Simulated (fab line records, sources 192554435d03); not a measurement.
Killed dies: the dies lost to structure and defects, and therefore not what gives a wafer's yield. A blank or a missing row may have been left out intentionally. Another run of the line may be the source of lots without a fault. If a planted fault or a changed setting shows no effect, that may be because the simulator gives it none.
Chamber matching / flow n5-finfet / 3 sister chambers for N5_BEOL_M4_PECVD_72 on pecvd-04
The step deposits SiO2 from TEOS/O2, target thk 16 nm, time 18 s. 3 wafers are shown with their chamber, then 8 later ones without.

WAFERS WITH THEIR CHAMBER
wafer=L087.1; chamber=2; throttle-valve-pct (%)=21.9
wafer=L087.5; chamber=1; throttle-valve-pct (%)=23.7
wafer=L094.1; chamber=0; throttle-valve-pct (%)=22.0

WAFERS WITHOUT THEIR CHAMBER
wafer=L094.5; throttle-valve-pct (%)=21.7
wafer=L094.6; throttle-valve-pct (%)=21.9
wafer=L095.2; throttle-valve-pct (%)=23.7
wafer=L095.3; throttle-valve-pct (%)=21.8
wafer=L095.4; throttle-valve-pct (%)=21.9
wafer=L097.3; throttle-valve-pct (%)=21.9
wafer=L097.5; throttle-valve-pct (%)=22.0
wafer=L097.6; throttle-valve-pct (%)=22.4

WHICH CHAMBER EACH WENT THROUGH
wafer=L094.5; from the rows above=can't be placed: 2 or 0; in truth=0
wafer=L094.6; from the rows above=can't be placed: 2 or 0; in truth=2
wafer=L095.2; from the rows above=1; in truth=1
wafer=L095.3; from the rows above=can't be placed: 2 or 0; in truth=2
wafer=L095.4; from the rows above=can't be placed: 2 or 0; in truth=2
wafer=L097.3; from the rows above=can't be placed: 2 or 0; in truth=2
wafer=L097.5; from the rows above=can't be placed: 0 or 2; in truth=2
wafer=L097.6; from the rows above=can't be placed: 0 or 2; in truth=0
Correctly placed: 1 of 8. Unplaceable from these rows: 7, with the true chamber sitting among the candidates in 7. Wrongly placed: 0.
How it was worked out, from the rows above alone: a wafer's distance from a chamber is the root of the sum, over the readings, of the square of ((its reading less the chamber's mean) divided by the reading's scatter). If the next closest chamber is less than 2 further off than the closest, the wafer can't be placed; otherwise it belongs to the closest. For every chamber, the mean is computed from those of its wafers that are shown. The scatter (one wafer shown for each chamber): square how far every hidden wafer sits from the nearest shown wafer, average those squares and take the square root.
